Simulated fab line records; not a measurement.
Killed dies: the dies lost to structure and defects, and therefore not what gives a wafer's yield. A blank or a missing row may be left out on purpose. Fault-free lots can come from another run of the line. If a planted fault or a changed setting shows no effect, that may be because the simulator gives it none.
Matching of chambers | flow n5_finfet | N5_BEOL_M3_ETCHBACK_99 on rie_diel-04: 4 sister chambers
The step etches SiO2 in CHF3, target depth 5 nm, time 10.4 s. 14 wafers are shown with their chamber, then 7 later ones without.

WAFERS WITH THEIR CHAMBER
wafer  | chamber | throttle_valve_pct (%) | rf_vpp_V (V) | oes_product_au (a.u.)
L074.2 | 0       | 17.30                  | 244          | 0.69
L074.3 | 1       | 17.05                  | 239          | 0.85
L074.4 | 2       | 16.98                  | 230          | 0.76
L077.3 | 2       | 16.97                  | 230          | 0.76
L077.4 | 1       | 17.05                  | 238          | 0.84
L077.5 | 0       | 17.31                  | 243          | 0.69
L082.1 | 2       | 17.01                  | 230          | 0.76
L082.4 | 3       | 17.55                  | 242          | 0.70
L082.6 | 1       | 17.04                  | 239          | 0.84
L086.2 | 2       | 17.02                  | 228          | 0.75
L086.3 | 0       | 17.35                  | 243          | 0.68
L086.4 | 0       | 17.36                  | 243          | 0.68
L089.1 | 1       | 17.07                  | 238          | 0.82
L089.3 | 3       | 17.57                  | 242          | 0.70

SIGNATURES (means of the wafers above)
reading            | chamber 0 | chamber 1 | chamber 2 | chamber 3 | scatter within a chamber
throttle_valve_pct | 17.3300   | 17.0525   | 16.9950   | 17.5600   | 0.0223
rf_vpp_V           | 243.25    | 238.50    | 229.50    | 242.00    | 0.689
oes_product_au     | 0.6850    | 0.8375    | 0.7575    | 0.7000    | 0.00806
Rule: distance of a wafer from a chamber = root of the sum over the readings of ((wafer's reading minus chamber's mean) / reading's scatter) squared. If the next closest chamber is less than 2 further off than the closest, the wafer can't be placed; otherwise it belongs to the closest. The scatter: the root of (the sum of the squares of (reading less its chamber's mean) over the shown wafers, divided by (wafers less chambers)).

WAFERS WHOSE CHAMBER IS MISSING
wafer  | throttle_valve_pct (%) | rf_vpp_V (V) | oes_product_au (a.u.)
L089.4 | 17.04                  | 229          | 0.75
L091.3 | 17.02                  | 228          | 0.74
L091.4 | 17.08                  | 239          | 0.82
L091.5 | 17.05                  | 229          | 0.75
L090.1 | 17.56                  | 244          | 0.69
L090.2 | 17.03                  | 230          | 0.74
L090.6 | 17.11                  | 240          | 0.82

THE CHAMBER EACH PASSED THROUGH
wafer  | from the rows above | in truth
L089.4 | 2                   | 2
L091.3 | 2                   | 2
L091.4 | 1                   | 1
L091.5 | 2                   | 2
L090.1 | 3                   | 3
L090.2 | 2                   | 2
L090.6 | 1                   | 1
Placed correctly: 7 of 7. Not placeable from these rows: 0. Number placed wrongly: 0.
